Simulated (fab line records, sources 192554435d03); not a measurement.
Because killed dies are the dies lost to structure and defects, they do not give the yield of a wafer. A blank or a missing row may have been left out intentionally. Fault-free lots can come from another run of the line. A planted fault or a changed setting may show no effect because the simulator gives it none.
fab line records	flow n5Finfet
record lots=24	wafers=72	lastDay=18
route steps=1938 shown BEOL_M3@995 BEOL_M4@1039
lots that met no fault: from a run of the same line without faults
startH: hours from the record's first day to the start of the lot's first wafer shown	waitH: hours elapsed since this lot's preceding step	" as in the row above	L1.1+2: a row that stands for several wafers	- value missing, or start not given	* or withheld: withheld	< > ~ a bound
route shown NAME@n: names a module that has steps shown in the file, with the first one's number in the route	usual: mean/standard deviation taken from wafers without a fault	same: alike in all rows	chamber/n: place in a boat	sites: the reading at each site	_std_site: the values' standard deviation	_edge_site: mean of outer sites minus mean of inner sites	radiusMm: for every site, how far away it sits from the centre of the wafer	mask NAME#n: copy n	behind: the tool/chamber that last shaped the wafer	hold: what put the lot on hold/how long, in hours/how the hold closed	device: the transistor (n, p or np) that didn't switch	end of line: tests run on the same wafers once the route is complete	a step given without rows: its recipe and nothing more	killed: at the first sort, the dies lost to defects and structure; wafer yield is something else	map: shows each die of a wafer: x if killed, . if not, _ if none is there
set.NAME: the setting that was run; set.NAME@STEP: the one run at that earlier step	model.NAME: the simulator's own value behind a step, which no gauge read
steps of the route over a sample of lots; a table a step, a row a wafer
services: the hour from which a tool's chamber was out of use, counted from the record's first day as startH (under 0 if before that day), plus the number of hours and why
## steps
# step N5_BEOL_M3_ANNEAL_49
# recipe tempC=400	timeS=240	ambient=vacuum
# usual heaterPowerW=818/80
lot.wafer	tool	chamber	startH	waitH	heaterPowerW
L074.1	pvdSputter-03	-	166.33	0.0	784
L074.4	"	-	"	"	876
L074.5	"	-	"	"	780
L075.3	pvdSputter-02	-	169.88	0.0	802
L075.4	"	-	"	"	903
L075.6	"	-	"	"	914
L076.2	pvdSputter-02	-	171.76	0.0	710
L076.3	"	-	"	"	784
L076.5	"	-	"	"	767
L078.1	pvdSputter-01	-	179.68	0.0	755
L078.2	"	-	"	"	1035
L078.6	"	-	"	"	1007
L077.2	pvdSputter-02	-	184.47	0.0	674
L077.3	"	-	"	"	905
L077.5	"	-	"	"	866
L079.1	pvdSputter-01	-	184.47	0.0	744
L079.2	"	-	"	"	797
L079.5	"	-	"	"	1032
L080.2	pvdSputter-03	-	195.21	0.0	880
L080.3	"	-	"	"	790
L080.5	"	-	"	"	888
L081.2	pvdSputter-03	-	198.93	0.0	775
L081.5	"	-	"	"	776
L081.6	"	-	"	"	873
L082.1	pvdSputter-02	-	201.80	0.0	791
L082.2	"	-	"	"	888
L082.3	"	-	"	"	786
L083.4	pvdSputter-02	-	214.66	0.0	897
L083.5	"	-	"	"	790
L083.6	"	-	"	"	699
L085.4	pvdSputter-03	-	215.18	0.0	883
L085.5	"	-	"	"	773
L085.6	"	-	"	"	892
L084.2	pvdSputter-03	-	217.96	0.0	878
L084.3	"	-	"	"	756
L084.4	"	-	"	"	882
L086.2	pvdSputter-02	-	234.71	0.0	719
L086.4	"	-	"	"	923
L086.5	"	-	"	"	710
L087.2	pvdSputter-02	-	244.66	0.0	799
L087.3	"	-	"	"	701
L087.6	"	-	"	"	771
L088.1	pvdSputter-01	-	253.31	0.0	1013
L088.3	"	-	"	"	745
L088.4	"	-	"	"	761
L090.3	pvdSputter-03	-	255.80	0.0	885
L090.4	"	-	"	"	865
L090.6	"	-	"	"	790
L089.3	pvdSputter-02	-	256.80	0.0	789
L089.4	"	-	"	"	703
L089.5	"	-	"	"	914
L092.1	pvdSputter-02	-	259.70	0.0	787
L092.4	"	-	"	"	895
L092.6	"	-	"	"	789
L091.2	pvdSputter-02	-	268.18	0.0	713
L091.4	"	-	"	"	931
L091.5	"	-	"	"	701
L093.1	pvdSputter-03	-	268.50	0.0	766
L093.2	"	-	"	"	907
L093.6	"	-	"	"	814
L094.2	pvdSputter-01	-	271.10	0.0	1025
L094.3	"	-	"	"	820
L094.6	"	-	"	"	1015
L095.1	pvdSputter-03	-	298.72	0.0	894
L095.3	"	-	"	"	776
L095.5	"	-	"	"	759
L096.1	pvdSputter-02	-	299.26	0.0	710
L096.2	"	-	"	"	807
L096.5	"	-	"	"	802
L097.1	pvdSputter-03	-	301.56	0.0	796
L097.2	"	-	"	"	869
L097.4	"	-	"	"	780
# step N5_BEOL_M3_ANNEAL_89
# recipe tempC=400	timeS=240	ambient=vacuum
# usual heaterPowerW=820/75
lot.wafer	tool	chamber	startH	waitH	heaterPowerW
L074.1	pvdSputter-03	-	167.21	0.0	801
L074.4	"	-	"	"	864
L074.5	"	-	"	"	771
L075.3	pvdSputter-02	-	170.76	0.0	793
L075.4	"	-	"	"	907
L075.6	"	-	"	"	895
L076.2	pvdSputter-02	-	172.64	0.0	702
L076.3	"	-	"	"	787
L076.5	"	-	"	"	799
L078.1	pvdSputter-01	-	180.56	0.0	763
L078.2	"	-	"	"	1015
L078.6	"	-	"	"	1035
L077.2	pvdSputter-02	-	185.35	0.0	696
L077.3	"	-	"	"	891
L077.5	"	-	"	"	909
L079.1	pvdSputter-01	-	185.35	0.0	739
L079.2	"	-	"	"	808
L079.5	"	-	"	"	1025
L080.2	pvdSputter-03	-	196.09	0.0	905
L080.3	"	-	"	"	788
L080.5	"	-	"	"	892
L081.2	pvdSputter-03	-	199.81	0.0	813
L081.5	"	-	"	"	771
L081.6	"	-	"	"	886
L082.1	pvdSputter-02	-	202.68	0.0	795
L082.2	"	-	"	"	901
L082.3	"	-	"	"	775
L083.4	pvdSputter-02	-	215.54	0.0	903
L083.5	"	-	"	"	792
L083.6	"	-	"	"	723
L085.4	pvdSputter-03	-	216.06	0.0	891
L085.5	"	-	"	"	784
L085.6	"	-	"	"	884
L084.2	pvdSputter-03	-	218.84	0.0	872
L084.3	"	-	"	"	762
L084.4	"	-	"	"	884
L086.2	pvdSputter-02	-	235.59	0.0	717
L086.4	"	-	"	"	910
L086.5	"	-	"	"	731
L087.2	pvdSputter-02	-	245.54	0.0	809
L087.3	"	-	"	"	716
L087.6	"	-	"	"	781
L088.1	pvdSputter-01	-	254.19	0.0	1009
L088.3	"	-	"	"	744
L088.4	"	-	"	"	760
L090.3	pvdSputter-03	-	256.68	0.0	886
L090.4	"	-	"	"	869
L090.6	"	-	"	"	806
L089.3	pvdSputter-02	-	257.68	0.0	771
L089.4	"	-	"	"	697
L089.5	"	-	"	"	897
L092.1	pvdSputter-02	-	260.58	0.0	785
L092.4	"	-	"	"	894
L092.6	"	-	"	"	787
L091.2	pvdSputter-02	-	269.06	0.0	699
L091.4	"	-	"	"	876
L091.5	"	-	"	"	702
L093.1	pvdSputter-03	-	269.38	0.0	787
L093.2	"	-	"	"	860
L093.6	"	-	"	"	792
L094.2	pvdSputter-01	-	271.98	0.0	996
L094.3	"	-	"	"	794
L094.6	"	-	"	"	1014
L095.1	pvdSputter-03	-	299.60	0.0	884
L095.3	"	-	"	"	792
L095.5	"	-	"	"	770
L096.1	pvdSputter-02	-	300.14	0.0	706
L096.2	"	-	"	"	784
L096.5	"	-	"	"	782
L097.1	pvdSputter-03	-	302.44	0.0	799
L097.2	"	-	"	"	886
L097.4	"	-	"	"	783
# step N5_BEOL_M3_SPUTTER_92
# recipe material=Cu	targetThkA=45	tempC=-20	chamberPressurePa=0.07	powerW=withheld	timeS=8.29
# usual throttleValvePct=30.0/0.87
lot.wafer	tool	chamber	startH	waitH	throttleValvePct
L074.1	pvdSputter-03	-	167.57	0.1	30.4
L074.4	"	-	"	"	30.2
L074.5	"	-	"	"	29.7
L075.3	pvdSputter-02	-	171.12	0.1	29.3
L075.4	"	-	"	"	29.7
L075.6	"	-	"	"	29.8
L076.2	pvdSputter-02	-	173.00	0.1	28.6
L076.3	"	-	"	"	31.5
L076.5	"	-	"	"	31.5
L078.1	pvdSputter-01	-	180.92	0.1	31.4
L078.2	"	-	"	"	30.0
L078.6	"	-	"	"	30.3
L077.2	pvdSputter-02	-	185.71	0.1	28.8
L077.3	"	-	"	"	29.7
L077.5	"	-	"	"	29.7
L079.1	pvdSputter-01	-	185.71	0.1	31.1
L079.2	"	-	"	"	29.1
L079.5	"	-	"	"	30.0
L080.2	pvdSputter-03	-	196.45	0.1	30.3
L080.3	"	-	"	"	30.7
L080.5	"	-	"	"	30.3
L081.2	pvdSputter-03	-	200.17	0.1	30.8
L081.5	"	-	"	"	29.9
L081.6	"	-	"	"	30.4
L082.1	pvdSputter-02	-	203.04	0.1	31.3
L082.2	"	-	"	"	29.9
L082.3	"	-	"	"	28.9
L083.4	pvdSputter-02	-	215.90	0.1	29.9
L083.5	"	-	"	"	31.1
L083.6	"	-	"	"	28.5
L085.4	pvdSputter-03	-	216.42	0.1	29.7
L085.5	"	-	"	"	30.0
L085.6	"	-	"	"	29.8
L084.2	pvdSputter-03	-	219.20	0.1	30.0
L084.3	"	-	"	"	29.9
L084.4	"	-	"	"	30.0
L086.2	pvdSputter-02	-	235.95	0.1	28.6
L086.4	"	-	"	"	30.0
L086.5	"	-	"	"	28.6
L087.2	pvdSputter-02	-	245.90	0.1	31.1
L087.3	"	-	"	"	28.5
L087.6	"	-	"	"	31.1
L088.1	pvdSputter-01	-	254.55	0.1	29.8
L088.3	"	-	"	"	31.4
L088.4	"	-	"	"	30.2
L090.3	pvdSputter-03	-	257.04	0.1	29.8
L090.4	"	-	"	"	30.4
L090.6	"	-	"	"	30.5
L089.3	pvdSputter-02	-	258.04	0.1	31.5
L089.4	"	-	"	"	28.3
L089.5	"	-	"	"	29.7
L092.1	pvdSputter-02	-	260.94	0.1	29.0
L092.4	"	-	"	"	29.8
L092.6	"	-	"	"	29.0
L091.2	pvdSputter-02	-	269.42	0.1	28.4
L091.4	"	-	"	"	29.6
L091.5	"	-	"	"	28.4
L093.1	pvdSputter-03	-	269.74	0.1	29.6
L093.2	"	-	"	"	29.9
L093.6	"	-	"	"	30.6
L094.2	pvdSputter-01	-	272.34	0.1	29.8
L094.3	"	-	"	"	28.8
L094.6	"	-	"	"	29.9
L095.1	pvdSputter-03	-	299.96	0.1	29.8
L095.3	"	-	"	"	30.4
L095.5	"	-	"	"	29.9
L096.1	pvdSputter-02	-	300.50	0.1	28.6
L096.2	"	-	"	"	31.6
L096.5	"	-	"	"	31.4
L097.1	pvdSputter-03	-	302.80	0.1	30.5
L097.2	"	-	"	"	30.5
L097.4	"	-	"	"	29.8
# step N5_BEOL_M3_SPUTTER_94
# recipe material=Cu	targetThkA=45	tempC=-20	chamberPressurePa=0.07	powerW=withheld	timeS=8.29
# usual throttleValvePct=30.0/0.85
lot.wafer	tool	chamber	startH	waitH	throttleValvePct
L074.1	pvdSputter-03	-	167.79	0.1	30.5
L074.4	"	-	"	"	30.2
L074.5	"	-	"	"	30.1
L075.3	pvdSputter-02	-	171.34	0.1	29.0
L075.4	"	-	"	"	29.9
L075.6	"	-	"	"	29.7
L076.2	pvdSputter-02	-	173.22	0.1	28.4
L076.3	"	-	"	"	31.4
L076.5	"	-	"	"	31.3
L078.1	pvdSputter-01	-	181.14	0.1	31.4
L078.2	"	-	"	"	29.7
L078.6	"	-	"	"	30.0
L077.2	pvdSputter-02	-	185.93	0.1	28.5
L077.3	"	-	"	"	30.0
L077.5	"	-	"	"	29.7
L079.1	pvdSputter-01	-	185.93	0.1	31.2
L079.2	"	-	"	"	28.8
L079.5	"	-	"	"	29.7
L080.2	pvdSputter-03	-	196.67	0.1	30.2
L080.3	"	-	"	"	30.7
L080.5	"	-	"	"	30.1
L081.2	pvdSputter-03	-	200.39	0.1	30.7
L081.5	"	-	"	"	29.7
L081.6	"	-	"	"	30.2
L082.1	pvdSputter-02	-	203.26	0.1	31.2
L082.2	"	-	"	"	29.8
L082.3	"	-	"	"	28.9
L083.4	pvdSputter-02	-	216.12	0.1	29.7
L083.5	"	-	"	"	31.1
L083.6	"	-	"	"	28.6
L085.4	pvdSputter-03	-	216.64	0.1	29.6
L085.5	"	-	"	"	29.9
L085.6	"	-	"	"	29.5
L084.2	pvdSputter-03	-	219.42	0.1	29.7
L084.3	"	-	"	"	30.0
L084.4	"	-	"	"	30.2
L086.2	pvdSputter-02	-	236.17	0.1	28.4
L086.4	"	-	"	"	30.2
L086.5	"	-	"	"	28.6
L087.2	pvdSputter-02	-	246.12	0.1	31.2
L087.3	"	-	"	"	28.5
L087.6	"	-	"	"	31.2
L088.1	pvdSputter-01	-	254.77	0.1	29.8
L088.3	"	-	"	"	31.2
L088.4	"	-	"	"	30.4
L090.3	pvdSputter-03	-	257.26	0.1	29.6
L090.4	"	-	"	"	30.2
L090.6	"	-	"	"	30.4
L089.3	pvdSputter-02	-	258.26	0.1	30.9
L089.4	"	-	"	"	28.6
L089.5	"	-	"	"	29.8
L092.1	pvdSputter-02	-	261.16	0.1	29.2
L092.4	"	-	"	"	29.8
L092.6	"	-	"	"	29.0
L091.2	pvdSputter-02	-	269.64	0.1	28.5
L091.4	"	-	"	"	29.9
L091.5	"	-	"	"	28.6
L093.1	pvdSputter-03	-	269.96	0.1	29.6
L093.2	"	-	"	"	29.8
L093.6	"	-	"	"	30.2
L094.2	pvdSputter-01	-	272.56	0.1	30.1
L094.3	"	-	"	"	28.7
L094.6	"	-	"	"	30.2
L095.1	pvdSputter-03	-	300.18	0.1	29.8
L095.3	"	-	"	"	30.5
L095.5	"	-	"	"	30.1
L096.1	pvdSputter-02	-	300.72	0.1	28.7
L096.2	"	-	"	"	31.4
L096.5	"	-	"	"	31.2
L097.1	pvdSputter-03	-	303.02	0.1	30.5
L097.2	"	-	"	"	30.1
L097.4	"	-	"	"	29.7
# step N5_BEOL_M4_ETCH_63
# recipe chemistry=CF4	target=SiARC	targetDepthA=156	maskMaterial=CAR-EUV	timeS=26	ionEnergyEv=80	pressureMtorr=40	sourceW=545	biasW=36	Ar_flow_sccm=100	cf4FlowSccm=100	ends=cleared
# usual drypumpMotorCurrentA=5.6/0.55	etchRfOnTimeS=26.2/0.81	oesProductAu=0.70/0.067	rfVppV=184.1/1.2	showerheadPlenumPTorr=2.15/0.073	throttleValvePct=15.50/0.19
lot.wafer	tool	chamber	startH	waitH	drypumpMotorCurrentA	etchRfOnTimeS	oesProductAu	rfHoursCounterH	rfVppV	showerheadPlenumPTorr	throttleValvePct
L074.1	rieDiel-02	1	170.61	0.0	5.3	26.5	0.64	168	183.4	2.16	15.67
L074.4	"	2	"	"	4.7	26.9	0.67	116	186.3	2.23	15.31
L074.5	"	0	"	"	5.5	25.0	0.69	-	184.4	2.14	15.45
L075.3	rieDiel-05	3	173.63	0.0	5.7	27.3	0.78	12	183.8	2.09	15.51
L075.4	"	0	"	"	5.4	26.4	0.68	111	183.6	2.07	15.49
L075.6	"	3	"	"	5.8	27.0	0.78	-	182.9	2.09	15.52
L076.2	rieDiel-05	1	177.58	0.0	5.4	25.8	0.58	243	183.4	2.12	15.70
L076.3	"	3	"	"	5.7	26.7	0.78	13	181.6	2.09	15.51
L076.5	"	1	"	"	5.4	25.7	0.59	-	184.0	2.12	15.72
L078.1	rieDiel-06	2	183.45	0.0	6.4	25.1	0.79	27	186.2	2.28	15.38
L078.2	"	1	"	"	5.6	26.4	0.58	240	184.2	2.18	16.00
L078.6	"	2	"	"	6.4	25.2	0.78	-	184.6	2.28	15.39
L077.2	rieDiel-02	0	188.14	0.0	5.5	25.3	0.68	132	184.5	2.14	15.49
L077.3	"	1	"	"	5.3	26.4	0.64	174	184.0	2.16	15.69
L077.5	"	2	"	"	4.7	27.0	0.66	-	185.5	2.23	15.31
L079.1	rieDiel-06	0	188.24	0.0	4.8	25.8	0.74	53	183.6	2.09	15.39
L079.2	"	1	"	"	5.5	26.4	0.58	242	185.4	2.18	15.99
L079.5	"	2	"	"	6.4	25.3	0.77	-	186.3	2.28	15.40
L080.2	rieDiel-06	0	201.17	0.0	4.8	26.4	0.72	58	184.3	2.09	15.40
L080.3	"	3	"	"	5.7	26.3	0.82	2	184.1	2.10	15.12
L080.5	"	0	"	"	4.8	26.2	0.71	-	183.6	2.08	15.41
L081.2	rieDiel-02	2	203.18	0.0	4.7	26.7	0.66	128	184.9	2.22	15.31
L081.5	"	1	"	"	5.3	26.1	0.63	-	184.0	2.16	15.69
L081.6	"	2	"	"	4.7	26.5	0.65	-	185.9	2.22	15.32
L082.1	rieDiel-06	2	207.94	0.0	6.4	25.3	0.76	37	187.4	2.27	15.40
L082.2	"	3	"	"	5.7	26.3	0.82	5	183.6	2.10	15.14
L082.3	"	0	"	"	4.8	26.0	0.72	61	183.5	2.08	15.43
L083.4	rieDiel-06	0	220.22	0.0	4.8	25.7	0.71	-	183.4	2.08	15.44
L083.5	"	2	"	"	6.4	24.9	0.75	-	186.7	2.27	15.42
L083.6	"	3	"	"	5.7	25.9	0.80	-	183.9	2.10	15.15
L085.4	rieDiel-02	1	220.35	0.0	5.3	25.8	0.63	187	183.0	2.16	15.72
L085.5	"	0	"	"	5.5	24.8	0.68	-	184.0	2.14	15.51
L085.6	"	1	"	"	5.3	26.0	0.63	-	183.1	2.16	15.72
L084.2	rieDiel-02	1	221.79	0.0	5.3	26.4	0.62	188	185.3	2.16	15.72
L084.3	"	2	"	"	4.7	26.8	0.65	137	184.6	2.22	15.35
L084.4	"	0	"	"	5.5	25.1	0.67	147	183.8	2.14	15.52
L086.2	rieDiel-06	2	238.71	0.0	6.4	25.3	0.74	51	185.4	2.27	15.44
L086.4	"	1	"	"	5.5	25.7	0.82	3	183.9	2.18	15.44
L086.5	"	0	"	"	4.8	25.7	0.71	-	182.6	2.08	15.45
L087.2	rieDiel-06	0	249.63	0.0	4.9	26.2	0.70	80	182.2	2.08	15.46
L087.3	"	3	"	"	5.7	26.6	0.77	24	181.6	2.10	15.18
L087.6	"	0	"	"	4.8	26.1	0.70	-	183.2	2.08	15.46
L088.1	rieDiel-05	3	259.09	0.0	5.8	27.4	0.73	38	183.4	2.08	15.57
L088.3	"	2	"	"	6.5	27.3	0.71	58	184.8	2.27	15.52
L088.4	"	0	"	"	5.4	26.7	0.65	135	182.3	2.07	15.53
L090.3	rieDiel-02	1	262.22	0.0	5.3	26.2	0.62	201	183.7	2.15	15.72
L090.4	"	3	"	"	6.5	26.1	0.59	239	183.4	2.11	15.88
L090.6	"	1	"	"	5.3	26.4	0.62	-	184.1	2.15	15.74
L089.3	rieDiel-05	1	262.48	0.0	5.4	25.0	0.83	9	183.9	2.11	15.28
L089.4	"	2	"	"	6.5	27.7	0.69	59	187.2	2.27	15.53
L089.5	"	2	"	"	6.5	27.5	0.70	-	185.9	2.27	15.51
L092.1	rieDiel-05	1	265.03	0.0	5.4	24.8	0.82	9	184.6	2.11	15.25
L092.4	"	2	"	"	6.5	27.8	0.69	60	185.6	2.27	15.53
L092.6	"	2	"	"	6.5	27.5	0.70	-	186.0	2.27	15.51
L091.2	rieDiel-05	1	273.37	0.0	5.4	24.7	0.81	13	184.0	2.11	15.26
L091.4	"	2	"	"	6.5	27.3	0.70	63	184.7	2.27	15.53
L091.5	"	3	"	"	5.7	27.0	0.73	-	183.3	2.08	15.60
L093.1	rieDiel-06	2	273.60	0.0	6.4	24.8	0.74	66	186.2	2.26	15.48
L093.2	"	3	"	"	5.7	26.1	0.76	33	183.7	2.09	15.20
L093.6	"	3	"	"	5.7	25.9	0.75	-	181.6	2.09	15.18
L094.2	rieDiel-05	3	277.11	0.0	5.8	27.4	0.72	45	184.4	2.08	15.59
L094.3	"	2	"	"	6.4	27.5	0.70	65	185.8	2.27	15.53
L094.6	"	3	"	"	5.7	27.3	0.72	-	182.7	2.08	15.60
L095.1	rieDiel-05	0	302.92	0.0	5.4	26.7	0.64	150	182.4	2.06	15.57
L095.3	"	3	"	"	5.7	27.0	0.72	54	183.5	2.08	15.60
L095.5	"	0	"	"	5.4	26.7	0.65	-	183.1	2.06	15.58
L096.1	rieDiel-05	0	303.40	0.0	5.4	26.5	0.64	150	184.3	2.06	15.57
L096.2	"	2	"	"	6.5	27.3	0.69	75	185.5	2.26	15.54
L096.5	"	3	"	"	5.7	26.9	0.71	-	182.9	2.08	15.61
L097.1	rieDiel-06	2	306.19	0.0	6.4	24.7	0.72	77	183.8	2.26	15.49
L097.2	"	1	"	"	5.5	25.5	0.76	31	183.8	2.17	15.50
L097.4	"	0	"	"	4.9	25.7	0.69	94	184.7	2.07	15.48
# step N5_BEOL_M4_CD_MEAS_18
# recipe pitchNm=36	targetCdNm=18
# usual cdNm=18.2/0.41
lot.wafer	tool	chamber	startH	waitH	cdNm
L074.1	cdSem-03	-	170.99	0.0	17.9
L074.4	"	-	"	"	18.7
L074.5	"	-	"	"	18.4
L075.3	cdSem-01	-	174.02	0.1	18.1
L075.4	"	-	"	"	18.5
L075.6	"	-	"	"	18.2
L076.2	cdSem-01	-	177.96	0.1	17.7
L076.3	"	-	"	"	18.0
L076.5	"	-	"	"	18.1
L078.1	cdSem-01	-	183.84	0.0	17.8
L078.2	"	-	"	"	18.4
L078.6	"	-	"	"	17.0
L077.2	cdSem-02	-	188.53	0.1	19.0
L077.3	"	-	"	"	18.3
L077.5	"	-	"	"	18.5
L079.1	cdSem-01	-	188.62	0.0	18.0
L079.2	"	-	"	"	18.3
L079.5	"	-	"	"	17.5
L080.2	cdSem-01	-	201.56	0.1	17.9
L080.3	"	-	"	"	17.6
L080.5	"	-	"	"	17.9
L081.2	cdSem-01	-	203.57	0.1	17.7
L081.5	"	-	"	"	17.7
L081.6	"	-	"	"	17.6
L082.1	cdSem-01	-	208.53	0.0	17.7
L082.2	"	-	"	"	18.4
L082.3	"	-	"	"	17.7
L083.4	cdSem-03	-	220.59	0.0	18.4
L083.5	"	-	"	"	17.9
L083.6	"	-	"	"	18.8
L085.4	cdSem-03	-	220.74	0.0	18.1
L085.5	"	-	"	"	18.1
L085.6	"	-	"	"	17.8
L084.2	cdSem-02	-	222.18	0.1	17.8
L084.3	"	-	"	"	18.1
L084.4	"	-	"	"	18.3
L086.2	cdSem-02	-	239.14	0.1	18.0
L086.4	"	-	"	"	18.9
L086.5	"	-	"	"	18.3
L087.2	cdSem-02	-	250.05	0.1	18.5
L087.3	"	-	"	"	18.2
L087.6	"	-	"	"	18.0
L088.1	cdSem-03	-	259.47	0.0	17.8
L088.3	"	-	"	"	18.3
L088.4	"	-	"	"	18.1
L090.3	cdSem-03	-	262.74	0.1	18.0
L090.4	"	-	"	"	17.7
L090.6	"	-	"	"	18.1
L089.3	cdSem-01	-	262.99	0.1	18.2
L089.4	"	-	"	"	18.7
L089.5	"	-	"	"	18.1
L092.1	cdSem-02	-	265.42	0.0	18.4
L092.4	"	-	"	"	18.8
L092.6	"	-	"	"	19.1
L091.2	cdSem-03	-	273.85	0.1	18.5
L091.4	"	-	"	"	18.3
L091.5	"	-	"	"	17.6
L093.1	cdSem-03	-	273.98	0.0	17.8
L093.2	"	-	"	"	18.1
L093.6	"	-	"	"	18.1
L094.2	cdSem-01	-	277.50	0.1	18.1
L094.3	"	-	"	"	18.5
L094.6	"	-	"	"	17.9
L095.1	cdSem-02	-	303.30	0.0	18.0
L095.3	"	-	"	"	18.4
L095.5	"	-	"	"	18.0
L096.1	cdSem-01	-	303.78	0.0	18.2
L096.2	"	-	"	"	18.5
L096.5	"	-	"	"	17.9
L097.1	cdSem-01	-	306.62	0.0	17.8
L097.2	"	-	"	"	18.9
L097.4	"	-	"	"	17.9
## services
tool	chamber	startH	hours	kind
rieDiel-05	0	153.50	6.6	repair
rieDiel-06	3	172.77	-	clean
rieDiel-06	3	172.77	-	consumableReplace:focusRing
rieDiel-06	3	172.77	22.0	scheduledDown
rieDiel-06	3	172.77	22.0	ventCycle
rieDiel-05	-	198.73	14.6	pm
rieDiel-06	1	206.72	-	clean
rieDiel-06	1	206.72	-	consumableReplace:focusRing
rieDiel-06	1	206.72	22.6	scheduledDown
rieDiel-06	1	206.72	22.6	ventCycle
rieDiel-05	1	216.85	-	clean
rieDiel-05	1	216.85	-	consumableReplace:focusRing
rieDiel-05	0	231.06	1.6	repair
rieDiel-06	-	236.71	0.9	repair
rieDiel-06	0	252.51	12.0	repair
rieDiel-02	3	262.99	5.7	repair
rieDiel-02	-	271.93	0.3	repair
rieDiel-05	0	291.72	5.4	repair
rieDiel-02	3	294.43	-	clean
rieDiel-02	3	294.43	-	consumableReplace:esc
rieDiel-02	3	294.43	-	consumableReplace:focusRing
rieDiel-02	3	294.43	26.6	scheduledDown
rieDiel-02	3	294.43	26.6	ventCycle
rieDiel-06	0	295.00	3.9	repair
## key
fault none
